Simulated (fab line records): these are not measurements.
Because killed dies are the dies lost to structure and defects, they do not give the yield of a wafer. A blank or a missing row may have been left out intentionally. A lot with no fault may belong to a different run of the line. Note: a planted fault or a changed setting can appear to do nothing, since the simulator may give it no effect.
Chamber matching + flow n5_finfet + rie_diel-03 running N5_BEOL_M0_STRIP_104: 4 sister chambers
The step strips in N2/H2. 4 wafers are shown with their chamber, then 9 later ones without.

== EACH WAFER AND ITS CHAMBER ==
| wafer  | chamber | drypump_motor_current_A (A) |
|--------|---------|-----------------------------|
| L087.5 | 3       | 5.1                         |
| L092.2 | 2       | 6.3                         |
| L092.4 | 0       | 5.3                         |
| L092.5 | 1       | 5.8                         |

== WAFERS WITH NO CHAMBER GIVEN ==
| wafer  | drypump_motor_current_A (A) |
|--------|-----------------------------|
| L093.2 | 5.1                         |
| L093.4 | 5.8                         |
| L093.6 | 5.8                         |
| L076.2 | 5.7                         |
| L076.3 | 5.2                         |
| L076.5 | 6.3                         |
| L094.4 | 5.1                         |
| L094.5 | 5.3                         |
| L094.6 | 5.8                         |

== THE CHAMBER EACH PASSED THROUGH ==
| wafer  | from the rows above     | in truth |
|--------|-------------------------|----------|
| L093.2 | 3                       | 3        |
| L093.4 | 1                       | 1        |
| L093.6 | 1                       | 1        |
| L076.2 | 1                       | 1        |
| L076.3 | can't be placed: 0 or 3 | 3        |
| L076.5 | 2                       | 2        |
| L094.4 | 3                       | 3        |
| L094.5 | 0                       | 0        |
| L094.6 | 1                       | 1        |
8 of 9 placed correctly. Can't be placed from these rows: 1 (the true chamber is among the candidates in 1). Placed wrongly: 0.
How it was worked out, from the rows above alone: a wafer's distance from a chamber is the root of the sum, over the readings, of the square of ((its reading less the chamber's mean) divided by the reading's scatter). If the next closest chamber is less than 2 further off than the closest, the wafer can't be placed; otherwise it belongs to the closest. The mean given for a chamber averages the wafers shown for that chamber. The scatter: with one shown wafer a chamber, the root of the mean of the squares of how far each hidden wafer lies from its nearest shown one.
